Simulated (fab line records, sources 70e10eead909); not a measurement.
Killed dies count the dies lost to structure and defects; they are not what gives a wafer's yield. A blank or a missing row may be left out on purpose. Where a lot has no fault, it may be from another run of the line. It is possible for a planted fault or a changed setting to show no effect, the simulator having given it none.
The same fault as seen by 2 desks    flow nand harc    numbers are kept per desk, each desk with only its own; the story behind them comes last

## AT THE TOOL OWNER'S DESK: cmp-01
The tool's own readings at NHARC_P_BONDPAD_CMP_32 (polishes SiCN, target thk 200 nm): means of the sampled wafers that have a number, for each lot that ran on this tool. The brackets show how far a lot's mean lies from the usual mean; more than 4 standard deviations puts the lot out of limits, marked OUT.
Columns: A = motor current A at NHARC_P_BONDPAD_CMP_32, usual 12.0 A
lot   first seen here  A
L614  day 6 11:43      10.8
L616  day 7 21:40      12.3
L620  day 9 00:49      14.7
L624  day 10 19:39     12.4
L625  day 11 09:01     13.0
L629  day 12 17:38     12.4
Finding of this desk: none of the 6 lots has anything out of limits.

## THE METROLOGY DESK
Means of the sampled wafers that have a number, per lot and without regard to the tool the lot ran on: this is what the gauges read. The brackets show how far a lot's mean lies from the usual mean; more than 4 standard deviations puts the lot out of limits, marked OUT.
Columns: A = cd nm at NHARC_THIN_TSV_CD_MEAS_12, usual 999.8 nm
lot   first seen here  A
L614  day 23 22:27     998.2
L615  day 24 06:40     1000.6
L617  day 24 13:52     1001.1
L616  day 24 22:51     999.0
L621  day 26 05:31     1000.1
L618  day 26 06:35     1000.6
L620  day 26 14:15     999.6
L622  day 27 10:31     999.7
L625  day 27 15:23     1000.8
L624  day 27 19:52     1000.0
L628  day 29 19:04     1000.8
L629  day 29 20:14     1001.6
Finding of this desk: none of the 12 lots has anything out of limits.

## BROUGHT TOGETHER
The desk of the tool owner found nothing out of limits.
The metrology desk saw nothing out of limits.

## WHAT HAD BEEN PUT IN BY THE SIMULATOR
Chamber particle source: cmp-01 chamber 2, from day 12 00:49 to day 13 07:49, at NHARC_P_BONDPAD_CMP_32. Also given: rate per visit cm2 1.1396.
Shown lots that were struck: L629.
